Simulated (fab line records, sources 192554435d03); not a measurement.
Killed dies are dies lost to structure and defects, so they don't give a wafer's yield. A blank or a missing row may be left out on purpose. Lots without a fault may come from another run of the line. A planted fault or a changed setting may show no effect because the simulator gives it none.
A struck lot beside a sound one | flow n5_finfet | 16 steps out of a route of 1938
Sound: wafers L333.1, L333.2, L333.5. Struck: wafers L343.2, L343.5. The cause comes at the end.
At each step with rows: each side's tool, then ch and its chambers, then its first start. Under that, the readings that differ: sound wafers | struck wafers | difference of the means | sigmas: that difference in standard deviations of wafers without a fault.
alike: readings whose means differ by less than 2 such deviations, and words and numbers that are the same on both sides. not compared: withheld readings, readings that some wafer has no value for, bounds like >300 that may hide the same value, and numbers for which the record gives no deviation and whose values overlap.
The two part at a step that has a row with sigmas, a row that says differs or no value, or rows on one side only. Numbers that don't overlap but have no deviation are shown without sigmas and don't part them. A reading that every wafer of one side lacks parts them only if that side has two wafers or more.

first, 1 step without rows for these wafers: N5_BEOL_M0_TRENCH_ETCH_107 (etches SiOC in C4F6/O2, target depth 32.8 nm, time 16.4 s).
N5_BEOL_M0_STRIP_142: strips in N2/H2, time 10 s.
  sound on rie_diel-03 ch 2,3, day 6 14:17; struck on rie_diel-02 ch 1, day 8 21:11
  reading                         | sound          | struck    | difference | sigmas
  oes_product_au (a.u.)           | 0.73 0.79 0.79 | 0.93 0.94 | +0.17      | +2
  rf_vpp_V (V)                    | 57.0 58.6 57.9 | 60.2 60.3 | +2.4       | +3
  showerhead_plenum_p_Torr (Torr) | 2.50 2.44 2.44 | 2.70 2.70 | +0.24      | +3
  alike: drypump_motor_current_A, throttle_valve_pct
  not compared: rf_hours_counter_h
N5_BEOL_M0_OCD_MEAS_108:
  sound on ocd-02, day 6 14:23; struck on ocd-02, day 8 21:16
  alike: trench_depth_nm
then, 5 steps without rows for these wafers: N5_BEOL_M0_HM_STRIP_129 (strips TiN in peroxide tin strip, target depth 17 nm, time 108 s); N5_BEOL_M0_SRD_130 (time 30 s); N5_BEOL_M0_ETCH_109 (etches SiCN in CH3F/O2, target depth 8 nm, overetch 2.4 nm, time 27.4 s); N5_BEOL_M0_STRIP_139 (strips in post etch residue remover, time 60 s); N5_BEOL_M0_SRD_111 (time 30 s).
N5_BEOL_M0_DEGAS_112: time 60 s.
  sound on pvd_sputter-01, day 6 14:40; struck on pvd_sputter-03, day 8 22:26
  reading            | sound       | struck  | difference | sigmas
  heater_power_w (W) | 304 283 304 | 352 401 | +80        | +2
then, 1 step without rows for these wafers: N5_BEOL_M0_PRE_CLEAN_113 (time 30 s).
N5_BEOL_M0_ALD_136: deposits TaN, pulse time 2 s, purge time 3 s, co reactant purge time 2 s.
  sound on ald_metal-01 ch 0,1,3, day 6 14:46; struck on ald_metal-03 ch 3, day 8 22:37
  alike: heater_power_w
N5_BEOL_M0_SURFACE_TREAT_137:
  sound on pvd_sputter-02, day 6 14:59; struck on pvd_sputter-01, day 8 23:01
  not compared: pressure_mtorr, throttle_valve_pct
N5_BEOL_M0_CVD_115: deposits Co from CCTBA/H2, time 120 s.
  sound on cvd_co-02 ch 0,2, day 6 15:03; struck on cvd_co-01 ch 1, day 8 23:06
  reading          | sound             | struck      | difference | sigmas
  run_length_s (s) | 143.6 142.3 142.1 | 225.2 224.5 | +82.2      | +99 or more
N5_BEOL_M0_SPUTTER_116: material Cu, target thk 4 nm, time 7.37 s.
  sound on pvd_sputter-01, day 6 15:13; struck on pvd_sputter-02, day 8 23:16
  alike: throttle_valve_pct
-- the record jumps here: 4 days lie between the struck wafers' starts before and after (it left off in module BEOL_M0 and takes up again in module BEOL_M4, whose first step shown is number 1111 of the route) --
N5_BEOL_M4_RC_MEAS_101:
  sound on prober-01 ch 0, day 9 07:15; struck on prober-02 ch 0, day 12 22:45
  reading        | sound                | struck        | difference | sigmas
  IOFF_P (nA/um) | 0.20 0.21 0.19       | 0.31 0.25     | +0.08      | +2
  ION_P (uA/um)  | 455 462 467          | 495 468       | +20        | +2
  VT_P (mV)      | -250.8 -250.4 -247.6 | -240.6 -244.3 | +7.2       | +2
  alike: DIBL_N, DIBL_P, IOFF_N, ION_N, SS_N, SS_P, VT_N
N5_PASSIVATION_PROBE_49:
  the record has rows for the sound wafers here (prober-01, day 14 04:59) and none for the struck ones

WHERE THEY PART
First at N5_BEOL_M0_STRIP_142; last, within this record, at N5_PASSIVATION_PROBE_49.

WHY: what the simulator had put in
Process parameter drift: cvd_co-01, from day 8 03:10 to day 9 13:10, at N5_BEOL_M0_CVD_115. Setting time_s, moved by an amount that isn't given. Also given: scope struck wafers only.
